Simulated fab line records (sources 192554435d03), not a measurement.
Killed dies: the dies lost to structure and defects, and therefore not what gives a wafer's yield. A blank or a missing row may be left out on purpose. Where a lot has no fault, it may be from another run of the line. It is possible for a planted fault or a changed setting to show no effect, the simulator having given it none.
Split-lot study + flow n5 finfet + 21 wafers read from 7 lots, route of 1938 steps

== ON THE SPLIT ==
At N5_BEOL_M8_TRENCH_ETCH_37 (etches SiCOH lowk in C4F6/O2, target depth 93.478 nm, time 31.2 s), the setting time s was moved away from the recipe's 31.2 s on 6 of the 21 wafers read, by +7.2% to +20.4%. For the rest of the wafers, this setting stayed at what the recipe calls for.

== FROM THE SPLIT TO THE READING: what the file shows between them, 12 steps ==
- N5_BEOL_M8_ETCH_41: etches SiCN in CH3F/O2, target depth 31.9 nm, time 57.8 s
- N5_BEOL_M8_STRIP_80: strips in N2/H2, time 10 s
- N5_BEOL_M8_OCD_MEAS_38
- N5_BEOL_M8_HM_STRIP_39: strips TiN in peroxide tin strip, target depth 25 nm, time 158 s
- N5_BEOL_M8_SRD_40: time 30 s
- N5_BEOL_M8_PRECLEAN_42: cleans in residue remover, time 60 s
- N5_BEOL_M8_ECD_50: material Cu, target thk 300 nm
- N5_BEOL_M8_ANNEAL_51: time 90 s
- N5_BEOL_M8_CMP_52: polishes, stops on SiCOH lowk, t overpolish 6.9 s, target thk 80 nm
- N5_BEOL_M8_THK_MEAS_53: measures by xrf
- N5_BEOL_M8_PRE_CLEAN_55: time 15 s
- N5_BEOL_M8_DEP_56: deposits SiCN from 3MS/NH3, target thk 10 nm, time 17.5 s

== THE READING ==
Measured at N5_BEOL_M8_RS_MEAS_57 by four-point probe: M8_RS, in ohm/sq. On this fab line, fault-free wafers typically give 0.287 ohm/sq with a standard deviation of 0.0064 ohm/sq.

| wafer  | tool, chamber at the split | time s as run, s | against the recipe | M8_RS, ohm/sq | against lot-mates on the recipe |
|--------|----------------------------|------------------|--------------------|---------------|---------------------------------|
| L074.3 | rie diel-01, 3             | 31.2             | recipe             | 0.290         | -                               |
| L074.4 | rie diel-01, 0             | 31.2             | recipe             | 0.278         | -                               |
| L074.6 | rie diel-01, 0             | 31.2             | recipe             | 0.276         | -                               |
| L076.3 | rie diel-06, 3             | 33.45            | +7.2%              | 0.257         | -0.031                          |
| L076.4 | rie diel-06, 1             | 31.2             | recipe             | 0.286         | -                               |
| L076.6 | rie diel-06, 1             | 31.2             | recipe             | 0.290         | -                               |
| L081.2 | rie diel-01, 3             | 31.2             | recipe             | 0.291         | -                               |
| L081.3 | rie diel-01, 0             | 31.2             | recipe             | 0.280         | -                               |
| L081.4 | rie diel-01, 1             | 37.58            | +20.4%             | 0.223         | -0.062                          |
| L084.3 | rie diel-01, 3             | 31.2             | recipe             | 0.282         | -                               |
| L084.4 | rie diel-01, 2             | 31.2             | recipe             | 0.284         | -                               |
| L084.5 | rie diel-01, 0             | 31.2             | recipe             | 0.277         | -                               |
| L094.4 | rie diel-04, 2             | 35.03            | +12.3%             | 0.244         | no lot-mate on the recipe       |
| L094.5 | rie diel-04, 3             | 35.03            | +12.3%             | 0.243         | no lot-mate on the recipe       |
| L094.6 | rie diel-04, 0             | 35.03            | +12.3%             | 0.238         | no lot-mate on the recipe       |
| L096.4 | rie diel-04, 0             | 31.2             | recipe             | 0.284         | -                               |
| L096.5 | rie diel-04, 3             | 31.2             | recipe             | 0.287         | -                               |
| L096.6 | rie diel-04, 0             | 34.07            | +9.2%              | 0.249         | -0.036                          |
| L095.1 | rie diel-01, 1             | 31.2             | recipe             | 0.284         | -                               |
| L095.4 | rie diel-01, 3             | 31.2             | recipe             | 0.288         | -                               |
| L095.5 | rie diel-01, 0             | 31.2             | recipe             | 0.282         | -                               |

FIT RESULTS
A straight line over all 21 wafers: M8_RS changes by -0.00326 ohm/sq for each +1% of time s; r = -0.97; the points scatter about the line by 0.0047 ohm/sq.
The same after taking each lot's own level away (the mean of its wafers on the recipe; 18 wafers): -0.00328 ohm/sq for each +1%; r = -0.97; scatter 0.0046 ohm/sq.
On that fit, the largest move of time s shifts the reading by 0.067 ohm/sq.
The span of the lots' own levels, 0.2810 to 0.2880 ohm/sq, comes to 1.1 times the standard deviation stated above.
Hence the lot-to-lot level has little effect on the slope; both slopes agree.
Check: for one of the wafers moved furthest among these (+20.4%), held out of the fit, the line's prediction against its lot-mates is -0.0837 ohm/sq. It came out at -0.0625 ohm/sq against them.

== FURTHER SPLITS ON THESE WAFERS ==
Other splits were also applied to these wafers ahead of the reading. Each is held against what the fit with the lots' levels taken away leaves over:
| other split on the same wafers | wafers away from the commonest value | r with M8_RS (lot level and that fit taken away) |
|--------------------------------|--------------------------------------|--------------------------------------------------|
| N5_BEOL_M5_COAT_66 spin rpm    | 5                                    | +0.01                                            |
| N5_BEOL_M5_DEP_56 time s       | 3                                    | +0.16                                            |
| N5_BEOL_M7_DEP_56 time s       | 4                                    | -0.25                                            |
| N5_BEOL_M8_PECVD_70 temp c     | 8                                    | -0.29                                            |
| N5_BEOL_M8_DESCUM_33 time s    | 4                                    | -0.18                                            |

== THE WHOLE CHAIN: every reading that the file lists as answering this split, in the file's order ==
| step                      | what it does                                                        | reading                                                                      | change (the file's fit)               | r (the file's) |
|---------------------------|---------------------------------------------------------------------|------------------------------------------------------------------------------|---------------------------------------|----------------|
| N5_BEOL_M8_TRENCH_ETCH_37 | etches SiCOH lowk in C4F6/O2, target depth 93.478 nm, time 31.2 s   | BEOL_M8.feature depth nm (the simulator's own value, which no gauge read)    | +0.933 nm for each +1% of the setting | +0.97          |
| N5_BEOL_M8_TRENCH_ETCH_37 | etches SiCOH lowk in C4F6/O2, target depth 93.478 nm, time 31.2 s   | etch.depth nm (the simulator's own value, which no gauge read)               | +0.93 nm for each +1% of the setting  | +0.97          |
| N5_BEOL_M8_OCD_MEAS_38    |                                                                     | trench depth nm                                                              | +0.946 nm for each +1% of the setting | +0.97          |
| N5_BEOL_M8_CMP_52         | polishes, stops on SiCOH lowk, t overpolish 6.9 s, target thk 80 nm | Cu_of_BEOL_M8_ECD_50.thk nm (the simulator's own value, which no gauge read) | +0.974 nm for each +1% of the setting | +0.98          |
| N5_BEOL_M8_THK_MEAS_53    | measures by xrf                                                     | M8_THK                                                                       | +0.989 for each +1% of the setting    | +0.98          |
| N5_BEOL_M8_RS_MEAS_57     | measures by four-point-probe                                        | M8_RS                                                                        | -0.00332 for each +1% of the setting  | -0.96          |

== FILE'S OWN FIT ==
M8_RS changes by -0.00332 ohm/sq for each +1% of time s, r = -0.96.
